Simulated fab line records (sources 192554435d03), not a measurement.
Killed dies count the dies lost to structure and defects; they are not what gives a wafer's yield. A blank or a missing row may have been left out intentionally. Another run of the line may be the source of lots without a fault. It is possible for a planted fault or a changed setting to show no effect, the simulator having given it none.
Matching of chambers    flow n5 finfet    N5_BEOL_M10_CMP_52 on cmp-04: 4 sister chambers
The step polishes, stops on SiCOH lowk, t overpolish 7 s, target thk 140 nm. 4 wafers are shown with their chamber, then 8 later ones without.

== WAFERS, EACH WITH ITS CHAMBER ==
wafer   chamber  motor current A (A)
L082.2  1        5.0
L082.4  0        7.2
L082.6  3        4.9
L090.1  2        6.2

== WAFERS WITHOUT THEIR CHAMBER ==
wafer   motor current A (A)
L090.3  7.1
L090.4  5.2
L095.3  4.9
L095.4  7.3
L095.6  7.8
L097.1  5.1
L097.3  6.2
L097.5  7.4

== WHICH CHAMBER EACH WENT THROUGH ==
wafer   from the rows above      in truth
L090.3  0                        0
L090.4  can't be placed: 1 or 3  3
L095.3  can't be placed: 3 or 1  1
L095.4  0                        0
L095.6  0                        0
L097.1  can't be placed: 1 or 3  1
L097.3  2                        2
L097.5  0                        0
Placed correctly: 5 of 8. From these rows, 3 cannot be placed; in 3 the true chamber is one of the candidates. Number placed wrongly: 0.
How it was worked out, from the rows above alone: a wafer's distance from a chamber is the root of the sum, over the readings, of the square of ((its reading less the chamber's mean) divided by the reading's scatter). The wafer belongs to the nearest chamber; if the next one is less than 2 further off, it can't be placed. For every chamber, the mean is computed from those of its wafers that are shown. The scatter (one wafer shown for each chamber): square how far every hidden wafer sits from the nearest shown wafer, average those squares and take the square root.
